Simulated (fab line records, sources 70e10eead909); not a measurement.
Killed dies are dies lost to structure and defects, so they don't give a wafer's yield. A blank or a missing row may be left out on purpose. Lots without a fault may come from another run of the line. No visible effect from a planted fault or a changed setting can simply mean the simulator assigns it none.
The tool behind it: which one? | flow nand-harc | 38 wafers from 14 lots sampled at 6 of the route's 1302 steps

## WHAT EACH GAUGE READ, for each wafer
NHARC_A_SOURCE_PLATE_THK_MEAS_06: measures by ellipsometry.
lot  | measured     | on            | thk-nm (nm)
L773 | day 8 06:01  | film-metro-01 | 201.6 201.0 201.1
L775 | day 8 23:57  | film-metro-01 | 197.1 198.8 197.0
L776 | day 9 18:38  | film-metro-02 | 203.0 203.6 202.6
L779 | day 10 16:12 | film-metro-01 | 201.1 203.7 202.0
L781 | day 11 10:44 | film-metro-02 | 197.6
L783 | day 12 12:38 | film-metro-01 | 200.3
L786 | day 13 17:29 | film-metro-01 | 200.4 199.7 199.0
L788 | day 14 09:53 | film-metro-02 | 197.4 195.5 194.9
L790 | day 15 08:28 | film-metro-02 | 198.3 198.5 197.9
L791 | day 15 08:28 | film-metro-01 | 197.2 199.4 196.9
L792 | day 16 03:43 | film-metro-02 | 198.5 199.1 197.5
L793 | day 16 13:07 | film-metro-01 | 200.4 199.9 200.0
L794 | day 16 21:32 | film-metro-01 | 197.8 199.4 198.7
L795 | day 17 08:33 | film-metro-02 | 199.8 200.8 199.3

NHARC_A_SOURCE_PLATE_INSPECT_08.
lot  | measured     | on                | raw-defect-count
L773 | day 8 06:07  | defect-inspect-01 | 30 34 47
L775 | day 9 00:01  | defect-inspect-02 | 47 57 88
L776 | day 9 18:43  | defect-inspect-01 | 42 66 31
L779 | day 10 16:16 | defect-inspect-02 | 64 102 56
L781 | day 11 10:48 | defect-inspect-02 | 26
L783 | day 12 12:43 | defect-inspect-01 | 56
L786 | day 13 17:32 | defect-inspect-02 | 68 63 61
L788 | day 14 09:56 | defect-inspect-01 | 50 60 36
L790 | day 15 08:31 | defect-inspect-01 | 81 75 95
L791 | day 15 08:31 | defect-inspect-02 | 50 49 35
L792 | day 16 03:47 | defect-inspect-02 | 48 41 35
L793 | day 16 13:11 | defect-inspect-02 | 45 49 34
L794 | day 16 21:36 | defect-inspect-02 | 44 48 31
L795 | day 17 08:40 | defect-inspect-01 | 41 46 62

NHARC_A_ONON_D1_THK_MEAS_11: measures by ellipsometry.
lot  | measured     | on            | thk-nm (nm)
L773 | day 8 08:25  | film-metro-02 | 993 991 993
L775 | day 9 02:18  | film-metro-01 | 1000 1001 1000
L776 | day 9 20:59  | film-metro-02 | 993 993 993
L779 | day 10 18:33 | film-metro-02 | 980 977 977
L781 | day 11 13:04 | film-metro-01 | 1004
L783 | day 12 15:07 | film-metro-01 | 1001
L786 | day 13 19:48 | film-metro-02 | 1012 1011 1011
L788 | day 14 12:15 | film-metro-02 | 991 993 992
L790 | day 15 10:47 | film-metro-01 | 985 985 985
L791 | day 15 10:48 | film-metro-02 | 998 997 997
L792 | day 16 06:04 | film-metro-02 | 994 995 994
L793 | day 16 15:28 | film-metro-01 | 991 991 993
L794 | day 16 23:56 | film-metro-01 | 1004 1003 1002
L795 | day 17 10:58 | film-metro-02 | 1006 1006 1007

NHARC_A_ONON_D1_THK_MEAS_30: measures by ellipsometry.
lot  | measured     | on            | thk-nm (nm)
L773 | day 8 19:01  | film-metro-02 | 981 979 982
L775 | day 9 14:47  | film-metro-01 | 983 983 982
L776 | day 10 07:35 | film-metro-02 | 1004 1006 1003
L779 | day 11 08:50 | film-metro-02 | 1009 1009 1008
L781 | day 11 23:40 | film-metro-02 | 1561 1561
L783 | day 13 01:47 | film-metro-02 | 1560 1561
L786 | day 14 06:26 | film-metro-02 | 992 991 991
L788 | day 14 22:52 | film-metro-01 | 1000 999 1001
L790 | day 15 23:56 | film-metro-02 | 1003 1003 1004
L791 | day 15 23:56 | film-metro-01 | 1002 1004 1004
L792 | day 16 16:40 | film-metro-01 | 1005 1005 1006
L793 | day 17 02:05 | film-metro-01 | 1013 1011 1013
L794 | day 17 12:54 | film-metro-01 | 979 979 978
L795 | day 17 21:33 | film-metro-01 | 1007 1006 1005

NHARC_END_SORT_01.
lot  | measured     | on        | killed-at-array | killed-at-other | killed-at-periphery | killed-dies | killed-open | killed-short
L773 | day 25 04:31 | prober-02 | 56 57 57        | 1 0 0           | 3 6 8               | 60 63 65    | 3 2 6       | 4 3 2
L775 | day 25 17:05 | prober-02 | 25 37 31        | 0 0 0           | 12 6 6              | 37 43 37    | 5 2 6       | 2 3 4
L776 | day 27 00:16 | prober-01 | 85 95 82        | 0 0 0           | 1 3 1               | 86 98 83    | 3 3 0       | 0 3 0
L779 | day 27 08:58 | prober-01 | 73 80 64        | 2 0 0           | 1 1 3               | 76 81 67    | 2 4 6       | 1 3 3
L781 | day 28 16:36 | prober-01 | 674             | 1               | 2                   | 677         | 4           | 1
L783 | day 29 00:25 | prober-01 | 674             | 0               | 3                   | 677         | 2           | 3
L786 | day 31 05:14 | prober-01 | 32 25 22        | 0 0 0           | 2 3 3               | 34 28 25    | 2 3 3       | 0 1 2
L788 | day 30 20:38 | prober-01 | 51 59 62        | 1 2 0           | 3 3 4               | 55 64 66    | 3 2 3       | 1 1 5
L790 | day 32 17:34 | prober-01 | 60 53 66        | 0 0 0           | 3 3 2               | 63 56 68    | 3 2 5       | 3 3 2
L791 | day 33 03:26 | prober-01 | 35 29 31        | 1 1 5           | 6 7 10              | 42 37 46    | 2 4 4       | 5 1 2
L792 | day 33 11:13 | prober-01 | 45 63 55        | 1 5 1           | 7 6 4               | 53 74 60    | 7 8 3       | 3 0 1
L793 | day 33 06:08 | prober-02 | 70 59 59        | 1 3 6           | 2 3 6               | 73 65 71    | 5 5 3       | 4 3 3
L794 | day 33 20:31 | prober-01 | 55 52 48        | 0 0 0           | 7 9 2               | 62 61 50    | 3 5 2       | 5 3 1
L795 | day 33 15:01 | prober-02 | 50 43 42        | 0 1 2           | 3 3 2               | 53 47 46    | 3 2 2       | 2 3 2

## WHAT TOOL EACH LOT RAN ON (gives the tool, then ch and the chambers of the sampled wafers, and finally the start)
lot  | NHARC_A_ONON_D1_DEP_28
L773 | pecvd-onon-01 ch 0, day 8 18:34
L775 | pecvd-onon-03 ch 0, day 9 14:23
L776 | pecvd-onon-04 ch 0, day 10 07:08
L779 | pecvd-onon-04 ch 0, day 11 08:19
L781 | pecvd-onon-01 ch 0, day 11 23:20
L783 | pecvd-onon-01 ch 0, day 13 01:27
L786 | pecvd-onon-03 ch 0, day 14 05:58
L788 | pecvd-onon-04 ch 0, day 14 22:22
L790 | pecvd-onon-03 ch 0, day 15 23:26
L791 | pecvd-onon-04 ch 0, day 15 23:25
L792 | pecvd-onon-01 ch 0, day 16 16:10
L793 | pecvd-onon-04 ch 0, day 17 01:34
L794 | pecvd-onon-01 ch 0, day 17 12:31
L795 | pecvd-onon-03 ch 0, day 17 21:02
- NHARC_A_ONON_D1_DEP_28: target thk 1000 nm.

## AS READ BY THE TOOLS THEMSELVES (means over the sampled wafers that have a number; for cases with no such wafer, the mark the record gives instead)
The record holds no such reading with a usual standard deviation.

## THE ANSWER, worked out from the rows above alone
Rule: usual is defined by the lots themselves. The widest of any qualifying gaps counts: lots, ordered by their means at a reading, are off when they make up no more than a third of the lots, leave a main group of 4 or more, and stand apart from it by 3 or more times the standard deviation of that group's means. Not used: any main group whose means are identical at the precision the tables above print for the reading. Also off: a lot with no number at a reading for which 4 or more lots have one. All remaining lots with rows at the step are treated as sound. After the gauges, taken in route order, come the tools' own readings; for these a lot's mean is taken, as printed above. At the first step where some lot is off, the reading lying furthest off is the one used; lots without a number count as furthest.
Off: L781, L783 (NHARC_A_ONON_D1_THK_MEAS_30, thk-nm). Mean 998 nm and standard deviation 11 in the main group.
A tool fits if, at a process step before that reading, it ran every lot that is off, and no sound lot after the first of them. The gauges at NHARC_A_ONON_D1_THK_MEAS_30 aren't tried: what is off there is off at NHARC_END_SORT_01 too, on other tools, and a gauge's error can't cause that. Of those tried, none fits.

## WHAT THE SIMULATOR HAD INSERTED
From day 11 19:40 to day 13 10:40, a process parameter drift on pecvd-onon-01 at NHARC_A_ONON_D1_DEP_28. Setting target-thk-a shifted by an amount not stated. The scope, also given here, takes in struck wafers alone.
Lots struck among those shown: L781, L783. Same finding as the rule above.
